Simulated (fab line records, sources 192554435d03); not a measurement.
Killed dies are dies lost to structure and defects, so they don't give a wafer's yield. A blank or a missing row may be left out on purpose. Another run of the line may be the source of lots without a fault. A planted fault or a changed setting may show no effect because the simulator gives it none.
Comparing a struck lot with a sound one || flow n5Finfet || 16 out of 1938 route steps
Sound: the wafers L288.3, L288.5, L288.6. Struck: wafer L277.5; the same lot's L277.2 was not struck, so it is left out; see the end for the cause.
At each step with rows: each side's tool, then ch and its chambers, then its first start. Under that, the readings that differ: sound wafers || struck wafers || difference of the means || sigmas: that difference in standard deviations of wafers without a fault.
alike: readings with means less than 2 such deviations apart, plus words and numbers identical on both sides. not compared: withheld readings, readings lacking a value on some wafer, bounds such as >300 that could conceal the same value, and numbers that have no deviation in the record and whose values overlap.
Wherever a step has rows on one side only, a row that says differs or no value, or a row with sigmas, the two part there. Non-overlapping numbers with no deviation appear without sigmas and do not part them. A reading that every wafer of one side lacks parts them only if that side has two wafers or more.

first, 2 steps without rows for these wafers: N5_BEOL_M2_PEB_09 (peb time 60 s); N5_BEOL_M2_DEVELOP_10 (develop time 30 s).
N5_BEOL_M2_CD_MEAS_11 targets a cd of 16.79 nm.
  sound on cdSem-01 ch 0, day 11 08:51; struck on cdSem-02 ch 0, day 9 07:29
  alike: cdNm
N5_BEOL_M2_OVL_MEAS_12:
  sound on overlay-02 ch 0, day 11 08:53; struck on overlay-02 ch 0, day 9 07:32
{"reading": "M2_OVL (nm)", "sound": "0.3 0.7 -0.2", "struck": -1.2, "difference": -1.5, "sigmas": -3}
N5_BEOL_M2_INSPECT_13: inspects for defects (brightfield).
  struck on defectInspect-01, day 9 07:35; sound on defectInspect-01, day 11 08:56
  alike: rawDefectCount
N5_BEOL_M2_DESCUM_16: chemistry O2, time 7 s.
  sound on rieDiel-03 ch 0,2,3, day 11 08:59; struck on rieDiel-06 ch 2, day 9 07:38
{"reading": "oesProductAu (a.u.)", "sound": "0.89 0.72 0.78", "struck": 1.00, "difference": "+0.20", "sigmas": "+2"}
  alike: drypumpMotorCurrentA, rfVppV, showerheadPlenumPTorr, throttleValvePct
  not compared: rfHoursCounterH
N5_BEOL_M2_ETCH_74: etches underlayer in N2/H2, target depth 6.5 nm, time 5.2 s.
  sound on rieDiel-03 ch 0,2,3, day 11 09:01; struck on rieDiel-06 ch 2, day 9 07:40
  alike: drypumpMotorCurrentA, etchRfOnTimeS, h2FlowSccm, n2FlowSccm, oesProductAu, rfVppV, showerheadPlenumPTorr, throttleValvePct
  not compared: rfHoursCounterH
N5_BEOL_M2_ETCH_63: etches SiARC in CF4, target depth 15.6 nm, time 26 s.
  sound on rieDiel-03 ch 0,2,3, day 11 09:02; struck on rieDiel-06 ch 2, day 9 07:41
  alike: drypumpMotorCurrentA, etchRfOnTimeS, oesProductAu, rfVppV, showerheadPlenumPTorr, throttleValvePct
  not compared: rfHoursCounterH
then, 3 steps without rows for these wafers: N5_BEOL_M2_ETCH_64 (etches SOC in N2/H2, target depth 75 nm, overetch 22.5 nm, time 121.9 s); N5_BEOL_M2_STRIP_65 (strips in N2/H2); N5_BEOL_M2_STRIP_75 (strips in N2/H2).
N5_BEOL_M2_STRIP_66: strips in CF4.
  sound on rieDiel-03 ch 0,2,3, day 11 09:11; struck on rieDiel-06 ch 2, day 9 07:50
  alike: drypumpMotorCurrentA, oesProductAu, rfVppV, showerheadPlenumPTorr, throttleValvePct
  not compared: rfHoursCounterH
N5_BEOL_M2_HM_OPEN_17: chemistry Cl2/BCl3, target TiN, target depth 20 nm, overetch 6 nm.
  sound on rieMetal-03 ch 0,1, day 11 09:16; struck on rieMetal-01 ch 1, day 9 07:57
{"reading": "throttleValvePct (%)", "sound": "21.8 21.8 22.0", "struck": 22.5, "difference": "+0.6", "sigmas": "+2"}
{"reading": "model.SOC_of_BEOL_M2_COAT_61.thkNm (nm)", "sound": "51.8 51.8 52", "struck": 53.6, "difference": "+1.7", "sigmas": ""}
  alike: drypumpMotorCurrentA, oesProductAu
  not compared: rfHoursCounterH
N5_BEOL_M2_STRIP_19: strips in O2.
  sound on rieDiel-06 ch 0,2,3, day 11 09:20; struck on rieDiel-06 ch 0, day 9 08:04
{"reading": "rfVppV (V)", "sound": "3.7 4.0 3.2", "struck": 2.5, "difference": -1.1, "sigmas": -2}
  alike: drypumpMotorCurrentA, oesProductAu, showerheadPlenumPTorr, throttleValvePct
  not compared: rfHoursCounterH
-- a jump in the record: the struck wafers' starts before and after are 2 days apart (it breaks off in module BEOL_M2 and resumes in module BEOL_M4, where the first step shown is number 1111 of the route) --
N5_BEOL_M4_RC_MEAS_101:
  sound on prober-02 ch 0, day 13 06:05; struck on prober-01 ch 0, day 11 16:45
  alike: DIBL_N, DIBL_P, IOFF_N, IOFF_P, ION_N, ION_P, SS_N, SS_P, VT_N, VT_P
-- the record jumps here: 4 days lie between the struck wafers' starts before and after (it left off in module BEOL_M4 and takes up again in module PASSIVATION, whose first step shown is number 1936 of the route) --
N5_PASSIVATION_PROBE_49:
  the record has rows for the struck wafers here (prober-01, day 15 21:28) and none for the sound ones

WHERE THEY PART
At N5_BEOL_M2_OVL_MEAS_12 first; at N5_PASSIVATION_PROBE_49 last (within this record only).

WHY: whatever the simulator had introduced
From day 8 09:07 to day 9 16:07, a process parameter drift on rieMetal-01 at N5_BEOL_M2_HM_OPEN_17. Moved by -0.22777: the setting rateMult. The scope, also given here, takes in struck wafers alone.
